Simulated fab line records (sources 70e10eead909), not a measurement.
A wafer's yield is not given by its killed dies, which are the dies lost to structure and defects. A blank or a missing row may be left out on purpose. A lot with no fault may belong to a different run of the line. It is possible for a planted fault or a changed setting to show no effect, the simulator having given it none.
Comparing a struck lot with a sound one + flow nand_harc + 38 out of 1302 route steps
Sound: wafers L216.4, L216.5, L216.6. The struck wafers were L230.2, L230.3, L230.6. Last of all comes the cause.
Per side, at each step with rows, come the tool, then ch with its chambers, and then its first start. Under that, the readings that differ: sound wafers + struck wafers + difference of the means + sigmas: that difference in standard deviations of wafers without a fault.
alike: readings with means less than 2 such deviations apart, plus words and numbers identical on both sides. not compared: withheld readings, readings lacking a value on some wafer, bounds such as >300 that could conceal the same value, and numbers that have no deviation in the record and whose values overlap.
The two part at a step that has a row with sigmas, a row that says differs or no value, or rows on one side only. When numbers do not overlap yet have no deviation, they are printed without sigmas and do not part them. A reading missing from all wafers of one side parts the sides only when that side holds two or more wafers.

first, 2 steps without rows for these wafers: NHARC_A_SOURCE_PLATE_SRD_01; NHARC_A_SOURCE_PLATE_OXIDE_02 (material SiO2, target thk 10 nm, ox time 1362 s).
NHARC_A_SOURCE_PLATE_THK_MEAS_09: measures by ellipsometry.
  sound on film_metro-02 at day 8 09:32; struck on film_metro-01 at day 14 07:11
  alike: thk_nm
then, 3 steps without rows for these wafers: NHARC_A_SOURCE_PLATE_PVD_04 (deposits WSi2, target thk 50 nm); NHARC_A_SOURCE_PLATE_CVD_03 (deposits poly-Si, target thk 200 nm, time 4000 s); NHARC_A_SOURCE_PLATE_ANNEAL_05 (time 1800 s).
NHARC_A_SOURCE_PLATE_THK_MEAS_06: measures by ellipsometry.
  sound on film_metro-02 at day 8 22:29; struck on film_metro-02 at day 14 19:37
  alike: thk_nm
NHARC_A_SOURCE_PLATE_INSPECT_08:
  sound on defect_inspect-02 at day 8 22:36; struck on defect_inspect-01 at day 14 19:41
  alike: raw_defect_count
then, 1 step without rows for these wafers: NHARC_A_ONON_D1_DEP_00 (target thk 1000 nm).
NHARC_A_ONON_D1_THK_MEAS_02: measures by ellipsometry.
  sound on film_metro-02 at day 8 23:11; struck on film_metro-02 at day 14 20:16
  alike: thk_nm
NHARC_A_ONON_D1_DEP_03: target thk 1000 nm.
  sound on pecvd_onon-04 ch 0, day 8 23:25; struck on pecvd_onon-02 ch 0, day 14 20:22
NHARC_A_ONON_D1_THK_MEAS_05: measures by ellipsometry.
  sound on film_metro-02 at day 8 23:45; struck on film_metro-02 at day 14 20:49
  alike: thk_nm
then, 1 step without rows for these wafers: NHARC_A_ONON_D1_DEP_06 (target thk 1000 nm).
NHARC_A_ONON_D1_THK_MEAS_08: measures by ellipsometry.
  sound on film_metro-01 at day 9 00:19; struck on film_metro-02 at day 14 21:23
  alike: thk_nm
then, 1 step without rows for these wafers: NHARC_A_ONON_D1_DEP_09 (target thk 1000 nm).
NHARC_A_ONON_D1_THK_MEAS_11: measures by ellipsometry.
  sound on film_metro-01 at day 9 00:53; struck on film_metro-02 at day 14 21:58
  alike: thk_nm
then, 1 step without rows for these wafers: NHARC_A_ONON_D1_DEP_12 (target thk 1000 nm).
NHARC_A_ONON_D1_THK_MEAS_14: measures by ellipsometry.
  sound on film_metro-02 at day 9 01:26; struck on film_metro-01 at day 14 22:31
  alike: thk_nm
then, 2 steps without rows for these wafers: NHARC_A_ONON_D1_ANNEAL_15 (time 3600 s); NHARC_A_ONON_D1_DEP_16 (target thk 1000 nm).
NHARC_A_ONON_D1_THK_MEAS_18: measures by ellipsometry.
  sound on film_metro-01 at day 9 09:16; struck on film_metro-02 at day 15 06:20
  alike: thk_nm
then, 1 step without rows for these wafers: NHARC_A_ONON_D1_DEP_19 (target thk 1000 nm).
NHARC_A_ONON_D1_THK_MEAS_21: measures by ellipsometry.
  sound on film_metro-02 at day 9 09:50; struck on film_metro-01 at day 15 06:53
  alike: thk_nm
then, 1 step without rows for these wafers: NHARC_A_ONON_D1_DEP_22 (target thk 1000 nm).
NHARC_A_ONON_D1_THK_MEAS_24: measures by ellipsometry.
  sound on film_metro-01 at day 9 10:23; struck on film_metro-01 at day 15 07:27
  alike: thk_nm
then, 1 step without rows for these wafers: NHARC_A_ONON_D1_DEP_25 (target thk 1000 nm).
NHARC_A_ONON_D1_THK_MEAS_27: measures by ellipsometry.
  sound on film_metro-01 at day 9 10:58; struck on film_metro-01 at day 15 08:01
  alike: thk_nm
then, 1 step without rows for these wafers: NHARC_A_ONON_D1_DEP_28 (target thk 1000 nm).
NHARC_A_ONON_D1_THK_MEAS_30: measures by ellipsometry.
  sound on film_metro-01 at day 9 11:34; struck on film_metro-01 at day 15 08:36
  alike: thk_nm
NHARC_A_ONON_D1_DEP_33: deposits SiO2, target thk 200 nm.
  sound on pecvd-03 ch 0,1,2, day 9 11:45; struck on pecvd-03 ch 0,1, day 15 08:39
  alike: heater_power_w, rf_fwd_power_W, showerhead_vpp_V, throttle_valve_pct
NHARC_A_ONON_D1_THK_MEAS_34: measures by ellipsometry.
  sound on film_metro-01 at day 9 12:01; struck on film_metro-01 at day 15 09:04
  alike: thk_nm
NHARC_A_CHANNEL_HOLE_D1_DEP_00: deposits aC, target thk 3100 nm.
  sound on acl_dep-03 ch 0, day 9 13:36; struck on acl_dep-03 ch 0, day 15 11:08
  alike: throttle_valve_pct
NHARC_A_CHANNEL_HOLE_D1_DEP_01: deposits SiON, target thk 140 nm.
  sound on pecvd-04 ch 0,1,2, day 9 14:39; struck on pecvd-01 ch 1,2, day 15 12:45
  alike: heater_power_w, rf_fwd_power_W, showerhead_vpp_V
then, 4 steps without rows for these wafers: NHARC_A_CHANNEL_HOLE_D1_DEHYDRATE_02 (time 120 s); NHARC_A_CHANNEL_HOLE_D1_HMDS_03 (time 30 s); NHARC_A_CHANNEL_HOLE_D1_COAT_36 (time 75 s); NHARC_A_CHANNEL_HOLE_D1_COAT_37 (time 65 s).
-- jump in the record: it breaks off in module A_CHANNEL_HOLE_D1 and resumes in module END (first step shown: number 1302 of the route), and 16 days separate the struck wafers' starts before and after --
NHARC_END_SORT_01:
  sound on prober-01 ch 0, day 25 06:29; struck on prober-01 ch 0, day 31 12:25
| reading             | sound    | struck      | difference | sigmas |
|---------------------|----------|-------------|------------|--------|
| killed_at_array     | 59 47 49 | 127 114 121 | +69        | +3     |
| killed_at_periphery | 11 10 6  | 1 3 1       | -7         | -3     |
| killed_dies         | 70 57 55 | 128 117 122 | +62        | +3     |
  alike: killed_at_other, killed_open, killed_short

## WHERE THEY PART
Only at NHARC_END_SORT_01, within this record.

WHY: what the simulator had put in
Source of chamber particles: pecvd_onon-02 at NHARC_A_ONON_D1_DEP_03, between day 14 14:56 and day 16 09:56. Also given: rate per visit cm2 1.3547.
